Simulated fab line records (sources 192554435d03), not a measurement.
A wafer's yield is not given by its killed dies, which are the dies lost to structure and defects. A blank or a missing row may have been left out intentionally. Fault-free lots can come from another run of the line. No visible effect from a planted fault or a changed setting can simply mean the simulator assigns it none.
One fault through the eyes of 3 desks / flow n5Finfet / each desk has only its own numbers; what lay behind them comes last

== FOR THE TOOL OWNER'S DESK: pecvd-01 ==
The tool's own readings at N5_BEOL_M4_ILD_DEP_00 (deposits SiOC from DEMS/O2, target thk 79 nm, time 15.3 s): means of the sampled wafers that have a number, for each lot that ran on this tool. If a lot's mean is further than 4 standard deviations from the usual mean, the lot is out of limits and carries the mark OUT (the distance appears in the brackets).
Columns: A = heaterPowerW at N5_BEOL_M4_ILD_DEP_00, usual 484 W; B = rfFwdPowerW at N5_BEOL_M4_ILD_DEP_00, usual 493.6 W; C = showerheadPlenumPTorr at N5_BEOL_M4_ILD_DEP_00, usual 5.696 Torr; D = showerheadVppV at N5_BEOL_M4_ILD_DEP_00, usual 1416 V; E = throttleValvePct at N5_BEOL_M4_ILD_DEP_00, usual 11.8 %
lot=L123; first seen here=day 7 19:46; A=498; B=493.0; C=5.692; D=1402; E=12.0
lot=L124; first seen here=day 8 02:41; A=482; B=497.8; C=5.675; D=1385; E=12.1
lot=L126; first seen here=day 9 03:13; A=468; B=494.3; C=5.683; D=1412; E=11.9
lot=L132; first seen here=day 10 11:15; A=459; B=-; C=5.694; D=1416; E=12.1
lot=L135; first seen here=day 10 17:50; A=455; B=-; C=5.687; D=1394; E=12.1
Finding of this desk: none of the 5 lots has anything out of limits.

== THE METROLOGY DESK ==
What the gauges read, lot by lot, whatever tool the lot ran on: means of the sampled wafers that have a number. If a lot's mean is further than 4 standard deviations from the usual mean, the lot is out of limits and carries the mark OUT (the distance appears in the brackets). It has 11 readings, of which 7 appear: the earliest out of limits, and the ones furthest out on some lot.
Columns: A = M4_ILD_THK at N5_BEOL_M4_THK_MEAS_01, usual 79.0 nm; B = DIBL_P at N5_BEOL_M4_RC_MEAS_101, usual 36.5 mV/V; C = IOFF_P at N5_BEOL_M4_RC_MEAS_101, usual 0.219 nA/um; D = ION_N at N5_BEOL_M4_RC_MEAS_101, usual 675 uA/um; E = SS_N at N5_BEOL_M4_RC_MEAS_101, usual 71.5 mV/dec; F = VT_N at N5_BEOL_M4_RC_MEAS_101, usual 249.7 mV; G = VT_P at N5_BEOL_M4_RC_MEAS_101, usual -250 mV
lot=L123; first seen here=day 7 19:50; A=79.5; B=35.5; C=0.222; D=668; E=71.3; F=253.4; G=-249
lot=L124; first seen here=day 8 02:45; A=80.0; B=37.0; C=0.201; D=672; E=72.1; F=249.9; G=-252
lot=L126; first seen here=day 9 03:16; A=79.5; B=38.2; C=0.226; D=687; E=72.2; F=246.6; G=-250
lot=L132; first seen here=day 10 11:19; A=56.4 (-25) OUT; B=37.7; C=0.219; D=679; E=71.5; F=250.1; G=-250
lot=L135; first seen here=day 10 17:54; A=56.3 (-26) OUT; B=36.9; C=0.262; D=672; E=72.3; F=247.4; G=-245
lot=L138; first seen here=day 11 08:05; A=78.0; B=34.7; C=0.195; D=670; E=70.8; F=251.3; G=-251
lot=L140; first seen here=day 12 03:41; A=79.3; B=39.4; C=0.239; D=684; E=71.7; F=247.5; G=-248
lot=L143; first seen here=day 12 22:32; A=79.5; B=36.7; C=0.191; D=675; E=71.4; F=251.1; G=-254
lot=L145; first seen here=day 13 16:21; A=80.2; B=35.4; C=0.219; D=664; E=72.1; F=251.9; G=-250
Per this desk, out of limits: L132, L135; the first was L132, day 10 11:19 (M4_ILD_THK at N5_BEOL_M4_THK_MEAS_01). L123, L124, L126, L138, L140, L143, L145 stayed within limits.

== THE DEFECT DESK ==
Inspection counts along the route, by lot: the mean over sampled wafers that carry a number. If a lot's mean is further than 4 standard deviations from the usual mean, the lot is out of limits and carries the mark OUT (the distance appears in the brackets).
Columns: A = rawDefectCount at N5_BEOL_M3_INSPECT_59, usual 77
lot=L123; first seen here=day 7 19:44; A=94
lot=L124; first seen here=day 8 02:39; A=89
lot=L126; first seen here=day 9 03:10; A=61
lot=L132; first seen here=day 10 11:13; A=58
lot=L135; first seen here=day 10 17:47; A=89
lot=L138; first seen here=day 11 07:59; A=65
lot=L140; first seen here=day 12 03:34; A=48
lot=L143; first seen here=day 12 22:26; A=57
lot=L145; first seen here=day 13 16:15; A=66
Finding of this desk: none of the 9 lots has anything out of limits.

== ALL TOGETHER ==
On L132, L135, the metrology desk was in a position to raise an alarm at day 10 11:19.
The tool owner's desk saw nothing out of limits.
The defect desk saw nothing out of limits.
On record at the tool owner's desk: L132, L135, within its limits.
The defect desk has L132, L135 on record, within its limits.
N5_BEOL_M4_ILD_DEP_00 was run on pecvd-01 by each of the lots named.

== WHAT THE SIMULATOR HAD PUT IN ==
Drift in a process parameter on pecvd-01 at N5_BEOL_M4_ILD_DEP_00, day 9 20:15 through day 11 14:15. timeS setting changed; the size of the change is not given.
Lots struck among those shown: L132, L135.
Time in hours between the start of the fault and the first out-of-limits reading at each desk: metrology desk, 15.
